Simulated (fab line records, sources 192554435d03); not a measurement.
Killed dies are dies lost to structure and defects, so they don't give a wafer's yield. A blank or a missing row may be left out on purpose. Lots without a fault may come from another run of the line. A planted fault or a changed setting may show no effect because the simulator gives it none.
Chamber matching | flow n5_finfet | N5_MIM_BOT_ETCH_ETCH_04 on rie_diel-01: 4 sister chambers
The step etches SiNx in CF4/O2, target depth 26 nm, time 13 s. 14 wafers are shown with their chamber, then 7 later ones without.

WAFERS WITH THEIR CHAMBER
wafer  | chamber | throttle_valve_pct (%) | oes_product_au (a.u.) | oes_ar_750_au (a.u.)
L817.1 | 2       | 16.16                  | 0.76                  | 0.78
L817.4 | 1       | 15.96                  | 0.85                  | 0.85
L817.6 | 1       | 15.97                  | 0.85                  | 0.85
L816.1 | 0       | 16.06                  | 0.78                  | 0.80
L816.4 | 1       | 15.96                  | 0.86                  | 0.84
L816.6 | 0       | 16.06                  | 0.79                  | 0.79
L815.2 | 1       | 15.98                  | 0.85                  | 0.84
L815.4 | 2       | 16.18                  | 0.75                  | 0.77
L815.6 | 1       | 15.97                  | 0.84                  | 0.84
L823.2 | 2       | 16.18                  | 0.75                  | 0.76
L823.4 | 3       | 16.33                  | 0.71                  | 0.71
L823.6 | 2       | 16.20                  | 0.75                  | 0.76
L830.3 | 0       | 16.12                  | 0.75                  | 0.77
L830.4 | 0       | 16.12                  | 0.76                  | 0.77

SIGNATURES (means of the wafers above)
reading            | chamber 0 | chamber 1 | chamber 2 | chamber 3 | scatter within a chamber
throttle_valve_pct | 16.0900   | 15.9680   | 16.1800   | 16.3300   | 0.0216
oes_product_au     | 0.7700    | 0.8500    | 0.7525    | 0.7100    | 0.0113
oes_ar_750_au      | 0.7825    | 0.8440    | 0.7675    | 0.7100    | 0.0103
Rule: a wafer's distance from a chamber is the root of the sum, over the readings, of the square of ((its reading less the chamber's mean) divided by the reading's scatter). The wafer belongs to the nearest chamber; if the next one is less than 2 further off, it can't be placed. The scatter: the root of (the sum of the squares of (reading less its chamber's mean) over the shown wafers, divided by (wafers less chambers)).

WAFERS WITHOUT THEIR CHAMBER
wafer  | throttle_valve_pct (%) | oes_product_au (a.u.) | oes_ar_750_au (a.u.)
L830.6 | 16.22                  | 0.74                  | 0.74
L835.2 | 16.14                  | 0.74                  | 0.76
L835.5 | 15.90                  | 0.96                  | 0.95
L835.6 | 16.14                  | 0.73                  | 0.76
L834.3 | 16.07                  | 0.80                  | 0.79
L834.5 | 16.06                  | 0.79                  | 0.79
L834.6 | 16.16                  | 0.74                  | 0.75

WHICH CHAMBER EACH WENT THROUGH
wafer  | from the rows above     | in truth
L830.6 | 2                       | 2
L835.2 | can't be placed: 2 or 0 | 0
L835.5 | 1                       | 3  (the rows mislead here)
L835.6 | can't be placed: 2 or 0 | 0
L834.3 | 0                       | 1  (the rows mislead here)
L834.5 | 0                       | 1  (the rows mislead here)
L834.6 | 2                       | 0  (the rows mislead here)
Placed correctly: 1 of 7. Can't be placed from these rows: 2 (the true chamber is among the candidates in 2). Placed wrongly: 4.
